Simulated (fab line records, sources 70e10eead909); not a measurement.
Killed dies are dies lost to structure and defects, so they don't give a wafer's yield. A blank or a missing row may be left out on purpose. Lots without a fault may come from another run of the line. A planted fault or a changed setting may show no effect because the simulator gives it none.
Chamber matching | flow nand_harc | NHARC_P_M2_DEP_33 on pecvd-03: 3 sister chambers
The step deposits SiCN, target thk 30 nm. 16 wafers are shown with their chamber, then 8 later ones without.

WAFERS WITH THEIR CHAMBER
wafer  | chamber | heater_power_w (W) | heater_power_outer_w (W)
L076.2 | 0       | 504                | 286
L076.3 | 2       | 528                | 282
L076.5 | 1       | 614                | 347
L077.1 | 0       | 556                | 331
L077.3 | 2       | 489                | 254
L077.4 | 0       | 562                | 330
L078.1 | 0       | 527                | 307
L078.5 | 1       | 639                | 356
L078.6 | 2       | 488                | 250
L079.2 | 2       | 571                | 316
L079.5 | 0       | 601                | 360
L079.6 | 1       | 574                | 295
L086.4 | 1       | 592                | 318
L086.5 | 2       | 560                | 298
L086.6 | 0       | 573                | 335
L089.2 | 1       | 599                | 330

SIGNATURES (means of the wafers above)
reading              | chamber 0 | chamber 1 | chamber 2 | scatter within a chamber
heater_power_w       | 553.83    | 603.60    | 527.20    | 33.1
heater_power_outer_w | 324.83    | 329.20    | 280.00    | 26
Rule: a wafer's distance from a chamber is the root of the sum, over the readings, of the square of ((its reading less the chamber's mean) divided by the reading's scatter). The wafer belongs to the nearest chamber; if the next one is less than 2 further off, it can't be placed. The scatter: the root of (the sum of the squares of (reading less its chamber's mean) over the shown wafers, divided by (wafers less chambers)).

WAFERS WITHOUT THEIR CHAMBER
wafer  | heater_power_w (W) | heater_power_outer_w (W)
L089.4 | 572                | 338
L089.6 | 563                | 317
L092.1 | 527                | 295
L092.3 | 489                | 246
L092.5 | 489                | 244
L097.3 | 473                | 252
L097.4 | 540                | 305
L097.6 | 485                | 247

WHICH CHAMBER EACH WENT THROUGH
wafer  | from the rows above          | in truth
L089.4 | can't be placed: 0 or 1 or 2 | 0
L089.6 | can't be placed: 0 or 1 or 2 | 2
L092.1 | can't be placed: 2 or 0      | 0
L092.3 | can't be placed: 2 or 0      | 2
L092.5 | can't be placed: 2 or 0      | 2
L097.3 | can't be placed: 2 or 0      | 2
L097.4 | can't be placed: 0 or 2 or 1 | 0
L097.6 | can't be placed: 2 or 0      | 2
Placed correctly: 0 of 8. Can't be placed from these rows: 8 (the true chamber is among the candidates in 8). Placed wrongly: 0.
